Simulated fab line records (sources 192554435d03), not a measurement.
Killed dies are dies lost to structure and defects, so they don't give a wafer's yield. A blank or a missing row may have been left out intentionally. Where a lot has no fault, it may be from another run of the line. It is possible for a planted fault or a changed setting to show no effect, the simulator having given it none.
fab line records ; flow n5Finfet ; part 2 of 2: steps 18 to 26 of 26
record lots=5; wafers=15; lastDay=19
route steps=1938 shown MOL_CONTACT_COAG@570
lots untouched by any fault: they come from a run of this same line in which no faults occurred
startH: hours from the record's first day to the start of the lot's first wafer shown ; waitH: how many hours have passed since the lot's step before this one ; " the same as in the row above ; L1.1+2: a single row standing in for several wafers ; - no value present, or no start provided ; * or withheld: withheld ; < > ~ a bound
route shown NAME@n: a module of which the file shows steps, and the number in the route of the first ; usual: mean/standard deviation taken from wafers without a fault ; same: alike in all rows ; chamber/n: place in a boat ; sites: the reading at each site ; _std_site: their standard deviation ; _edge_site: outer sites' mean less inner sites' ; radiusMm: how far each site lies from the wafer's centre ; mask NAME#n: copy n ; behind: the tool/chamber that last shaped the wafer ; hold: the reason the lot was held/the length of the hold in hours/how it ended ; device: names the non-switching transistor (n, p or np) ; end of line: the route-end tests of the same wafers ; a step given without rows: its recipe and nothing more ; killed: at the first sort, the dies lost to defects and structure; wafer yield is something else ; map: a wafer's dies, x killed, . not, _ none there
set.NAME: the setting as run; set.NAME@STEP: as run at that earlier step ; model.NAME: the simulator's own value behind a step, which no gauge read
a table for each step, a row for each wafer; lots at some steps of the route
services: the hour from which a tool's chamber was out of use, counted from the record's first day as startH (under 0 if before that day), plus the number of hours and why
## steps
# step N5_MOL_CONTACT_COAG_STRIP_96
# recipe chemistry=N2/H2; powerW=500; tempC=40; pressureMtorr=50; rfFrequencyHz=6e+07; overashFraction=0.3; biasPowerW=28; h2Frac=0.5; n2FlowSccm=300; h2FlowSccm=300
# usual drypumpMotorCurrentA=5.6/0.53; oesProductAu=0.77/0.081; rfVppV=121.8/1.2; showerheadPlenumPTorr=3.36/0.098; throttleValvePct=18.6/0.34
lot.wafer;tool;chamber;startH;waitH;drypumpMotorCurrentA;oesProductAu;rfHoursCounterH;rfVppV;showerheadPlenumPTorr;throttleValvePct
L077.1;rieDiel-05;0;120.72;0.0;5.3;0.82;85;122.1;3.39;18.4
L077.2;rieDiel-05;2;120.72;0.0;5.4;0.78;119;121.0;3.36;18.4
L077.4;rieDiel-05;1;120.72;0.0;6.4;0.92;-;122.7;3.30;18.3
L079.1;rieDiel-05;0;134.27;0.0;5.3;0.81;88;121.9;3.38;18.4
L079.5;rieDiel-05;1;134.27;0.0;6.4;0.91;-;119.9;3.30;18.3
L079.6;rieDiel-05;2;134.27;0.0;5.4;0.77;-;121.8;3.36;18.4
L082.1;rieDiel-04;1;151.04;0.0;6.4;0.89;24;123.5;3.45;19.0
L082.3;rieDiel-04;3;151.04;0.0;6.6;0.72;200;121.2;3.45;18.7
L082.4;rieDiel-04;2;151.04;0.0;4.9;0.75;133;123.5;3.38;18.3
L085.4;rieDiel-01;2;163.74;0.0;5.3;0.69;225;122.2;3.18;18.3
L085.5;rieDiel-01;2;163.74;0.0;5.2;0.69;-;123.0;3.18;18.3
L085.6;rieDiel-01;1;163.74;0.0;5.1;0.75;-;121.9;3.55;19.4
L093.2;rieDiel-05;3;211.32;0.0;5.2;0.92;24;121.8;3.29;18.9
L093.3;rieDiel-05;2;211.32;0.0;5.3;0.75;145;120.6;3.35;18.5
L093.4;rieDiel-05;0;211.32;0.0;5.3;0.80;108;124.4;3.37;18.4
# step N5_MOL_CONTACT_COAG_ETCH_47
# recipe chemistry=CH3F/O2; target=SiNx; targetDepthA=270; maskMaterial=SiO2; stopOn=W; overEtchFrac=0.2; ionEnergyEv=120; endpoint=OES-CN; pressureMtorr=30; sourceW=395; biasW=73; Ar_flow_sccm=150; CH3F_flow_sccm=30; O2_flow_sccm=20; ends=endPoint
# usual CH3F_flow_sccm=30.02/0.09; drypumpMotorCurrentA=5.6/0.53; etchRfOnTimeS=31.3/0.53; oes_o_777_au=0.77/0.078; oesProductAu=0.69/0.069; rfVppV=298/8.7; showerheadPlenumPTorr=2.00/0.05; throttleValvePct=16.21/0.19
lot.wafer;tool;chamber;startH;waitH;CH3F_flow_sccm;drypumpMotorCurrentA;etchRfOnTimeS;oes_o_777_au;oesProductAu;rfHoursCounterH;rfVppV;showerheadPlenumPTorr;throttleValvePct
L077.1;rieDiel-05;0;120.76;0.0;30.05;5.3;31.3;0.78;0.73;85;298;2.02;16.20
L077.2;rieDiel-05;2;120.76;0.0;29.89;5.4;30.7;0.79;0.70;119;302;2.03;16.07
L077.4;rieDiel-05;1;120.76;0.0;30.01;6.4;31.3;0.89;0.80;-;287;1.97;15.93
L079.1;rieDiel-05;0;134.31;0.0;29.96;5.3;31.4;0.77;0.72;88;298;2.02;16.18
L079.5;rieDiel-05;1;134.31;0.0;29.94;6.4;31.1;0.89;0.80;-;287;1.97;15.92
L079.6;rieDiel-05;2;134.31;0.0;29.99;5.4;30.8;0.78;0.70;-;302;2.03;16.09
L082.1;rieDiel-04;1;151.08;0.0;30.02;6.3;30.1;0.87;0.82;24;310;2.05;16.33
L082.3;rieDiel-04;3;151.08;0.0;30.12;6.5;31.2;0.75;0.64;200;282;2.05;16.14
L082.4;rieDiel-04;2;151.08;0.0;29.99;4.9;32.1;0.71;0.67;133;307;2.01;16.00
L085.4;rieDiel-01;2;163.78;0.0;30.00;5.3;31.4;0.73;0.63;225;297;1.91;16.30
L085.5;rieDiel-01;2;163.78;0.0;30.05;5.2;31.3;0.73;0.62;-;298;1.91;16.30
L085.6;rieDiel-01;1;163.78;0.0;29.84;5.1;31.6;0.76;0.68;-;302;2.09;16.30
L093.2;rieDiel-05;3;211.36;0.0;30.08;5.3;31.6;0.90;0.82;24;308;1.96;16.07
L093.3;rieDiel-05;2;211.36;0.0;29.98;5.4;31.3;0.77;0.67;145;303;2.02;16.13
L093.4;rieDiel-05;0;211.36;0.0;29.94;5.3;31.5;0.76;0.70;108;299;2.01;16.24
# step N5_MOL_CONTACT_COAG_STRIP_119
# recipe chemistry=N2/H2; timeS=30; powerW=1000; tempC=250; pressureMtorr=withheld; n2FlowSccm=1750; h2FlowSccm=3250
# usual drypumpMotorCurrentA=5.59/0.2; heaterPowerW=319/35
# same timeS=30
lot.wafer;tool;chamber;startH;waitH;drypumpMotorCurrentA;heaterPowerW;rfHoursCounterH
L077.1;plasmaAsher-01;0;120.84;0.1;5.26;278;102
L077.2;plasmaAsher-01;1;120.84;0.1;5.50;367;102
L077.4;plasmaAsher-01;0;120.84;0.1;5.31;281;-
L079.1;plasmaAsher-01;0;134.40;0.1;5.24;270;107
L079.5;plasmaAsher-01;0;134.40;0.1;5.29;283;-
L079.6;plasmaAsher-01;1;134.40;0.1;5.52;375;-
L082.1;plasmaAsher-02;0;151.16;0.1;5.67;310;49
L082.3;plasmaAsher-02;1;151.16;0.1;5.84;308;-
L082.4;plasmaAsher-02;0;151.16;0.1;5.65;303;-
L085.4;plasmaAsher-02;1;163.88;0.1;5.84;310;-
L085.5;plasmaAsher-02;0;163.88;0.1;5.66;318;-
L085.6;plasmaAsher-02;1;163.88;0.1;5.86;315;-
L093.2;plasmaAsher-01;1;211.44;0.1;5.53;384;122
L093.3;plasmaAsher-01;0;211.44;0.1;5.27;270;-
L093.4;plasmaAsher-01;1;211.44;0.1;5.53;380;-
# step N5_MOL_CONTACT_COAG_PRECLEAN_144
# recipe chemistry=alkalineClean; tempC=60; timeS=60; doPpb=50
# same timeS=60
lot.wafer;tool;chamber;startH;waitH
L077.1+2+4;wetBench-05;3,4,1;120.93;0.1
L079.1+5+6;wetBench-02;2,6,1;134.48;0.1
L082.1+3+4;wetBench-05;2,1,6;151.25;0.1
L085.4+5+6;wetBench-06;2,3,7;163.95;0.0
L093.2+3+4;wetBench-05;2,3,4;211.53;0.1
# step N5_MOL_CONTACT_COAG_SRD_145
# recipe dry=ipaMarangoni; timeS=30; tempC=23; rinseLiquid=diw
# usual doSupplyPpb=9.99/0.097
# same timeS=30
lot.wafer;tool;chamber;startH;waitH;doSupplyPpb
L077.1;wetBench-05;3;120.95;0.0;10.09
L077.2;wetBench-05;4;120.95;0.0;9.97
L077.4;wetBench-05;1;120.95;0.0;9.99
L079.1;wetBench-02;2;134.50;0.0;9.72
L079.5;wetBench-02;6;134.50;0.0;10.05
L079.6;wetBench-02;1;134.50;0.0;10.03
L082.1;wetBench-05;2;151.27;0.0;10.05
L082.3;wetBench-05;1;151.27;0.0;10.04
L082.4;wetBench-05;6;151.27;0.0;10.09
L085.4;wetBench-06;2;163.97;0.0;9.89
L085.5;wetBench-06;3;163.97;0.0;9.97
L085.6;wetBench-06;7;163.97;0.0;9.95
L093.2;wetBench-05;2;211.55;0.0;10.00
L093.3;wetBench-05;3;211.55;0.0;10.02
L093.4;wetBench-05;4;211.55;0.0;10.14
# step N5_MOL_CONTACT_COAG_CD_MEAS_137
# recipe targetCdNm=16
# usual cdNm=15.7/0.47
lot.wafer;tool;chamber;startH;waitH;cdNm
L077.1;cdSem-03;-;120.99;0.0;15.9
L077.2;cdSem-03;-;120.99;0.0;15.6
L077.4;cdSem-03;-;120.99;0.0;16.1
L079.1;cdSem-01;-;134.54;0.0;15.6
L079.5;cdSem-01;-;134.54;0.0;16.0
L079.6;cdSem-01;-;134.54;0.0;15.9
L082.1;cdSem-02;-;151.31;0.0;15.6
L082.3;cdSem-02;-;151.31;0.0;15.5
L082.4;cdSem-02;-;151.31;0.0;15.2
L085.4;cdSem-03;-;164.01;0.0;15.8
L085.5;cdSem-03;-;164.01;0.0;15.9
L085.6;cdSem-03;-;164.01;0.0;16.1
L093.2;cdSem-02;-;211.59;0.0;15.2
L093.3;cdSem-02;-;211.59;0.0;17.2
L093.4;cdSem-02;-;211.59;0.0;15.7
# step N5_MOL_CONTACT_COAG_COAT_62
# recipe resist=SOC; tempC=250; timeS=60; spinRpm=1500; resistThkNm=60
# usual plateTempC=250.03/0.18
# same timeS=60
lot.wafer;tool;chamber;startH;waitH;plateTempC
L077.1;lithoTrack-01;0;121.02;0.0;249.96
L077.2;lithoTrack-01;0;121.02;0.0;249.92
L077.4;lithoTrack-01;0;121.02;0.0;250.06
L079.1;lithoTrack-04;0;134.58;0.0;249.94
L079.5;lithoTrack-04;0;134.58;0.0;250.12
L079.6;lithoTrack-04;0;134.58;0.0;250.11
L082.1;lithoTrack-01;0;151.35;0.0;250.36
L082.3;lithoTrack-01;0;151.35;0.0;250.17
L082.4;lithoTrack-01;0;151.35;0.0;250.25
L085.4;lithoTrack-01;0;164.05;0.0;250.14
L085.5;lithoTrack-01;0;164.05;0.0;249.72
L085.6;lithoTrack-01;0;164.05;0.0;249.74
L093.2;lithoTrack-04;0;211.62;0.0;250.03
L093.3;lithoTrack-04;0;211.62;0.0;249.90
L093.4;lithoTrack-04;0;211.62;0.0;250.07
# step N5_MOL_CONTACT_COAG_COAT_63
# recipe resist=SiARC; tempC=220; timeS=60; spinRpm=1500; resistThkNm=10
# usual plateTempC=220.00/0.15
# same timeS=60
lot.wafer;tool;chamber;startH;waitH;plateTempC
L077.1;lithoTrack-01;0;-;-;219.96
L077.2;lithoTrack-01;0;-;-;220.06
L077.4;lithoTrack-01;0;-;-;220.16
L079.1;lithoTrack-04;0;-;-;219.91
L079.5;lithoTrack-04;0;-;-;219.70
L079.6;lithoTrack-04;0;-;-;219.97
L082.1;lithoTrack-01;0;-;-;220.06
L082.3;lithoTrack-01;0;-;-;219.98
L082.4;lithoTrack-01;0;-;-;219.80
L085.4;lithoTrack-01;0;-;-;220.38
L085.5;lithoTrack-01;0;-;-;219.90
L085.6;lithoTrack-01;0;-;-;220.16
L093.2;lithoTrack-04;0;-;-;219.88
L093.3;lithoTrack-04;0;-;-;219.60
L093.4;lithoTrack-04;0;-;-;219.67
# step N5_MOL_CONTACT_COAG_COAT_64
# recipe resist=underlayer; tempC=205; timeS=60; spinRpm=1500; resistThkNm=10
# usual plateTempC=205.00/0.13
# same timeS=60
lot.wafer;tool;chamber;startH;waitH;plateTempC
L077.1;lithoTrack-01;0;-;-;205.07
L077.2;lithoTrack-01;0;-;-;204.90
L077.4;lithoTrack-01;0;-;-;204.94
L079.1;lithoTrack-04;0;-;-;205.03
L079.5;lithoTrack-04;0;-;-;204.87
L079.6;lithoTrack-04;0;-;-;204.98
L082.1;lithoTrack-01;0;-;-;205.01
L082.3;lithoTrack-01;0;-;-;205.09
L082.4;lithoTrack-01;0;-;-;204.96
L085.4;lithoTrack-01;0;-;-;204.76
L085.5;lithoTrack-01;0;-;-;204.99
L085.6;lithoTrack-01;0;-;-;204.90
L093.2;lithoTrack-04;0;-;-;205.01
L093.3;lithoTrack-04;0;-;-;205.05
L093.4;lithoTrack-04;0;-;-;204.89
## services
tool;chamber;startH;hours;kind
euvScanner-02;-;96.07;5.4;repair
euvScanner-01;-;101.44;5.8;pm
aldSin-01;2;103.47;10.7;repair
plasmaAsher-01;-;106.04;2.8;pm
rieDiel-01;1;110.94;3.2;repair
euvScanner-01;-;114.07;1.0;pm
euvScanner-02;-;115.08;4.6;pm
plasmaAsher-02;-;115.22;13.2;repair
rieDiel-01;-;123.84;1.0;repair
euvScanner-02;-;125.12;1.0;pm
rieDiel-04;0;130.04;8.7;repair
wetBench-06;-;141.04;3.0;repair
aldSin-04;2;143.47;6.2;repair
euvScanner-02;-;143.79;2.2;repair
rieDiel-01;-;147.93;0.5;repair
euvScanner-01;-;160.40;4.6;pm
euvScanner-01;-;170.24;1.0;pm
rieDiel-05;-;177.06;2.8;pm
euvScanner-01;-;180.23;6.2;pm
aldSin-01;1;183.74;3.1;repair
rieDiel-05;-;188.93;0.2;repair
rieDiel-04;3;206.48;9.8;repair
rieDiel-01;0;208.40;5.3;repair
rieDiel-05;-;208.65;0.6;repair
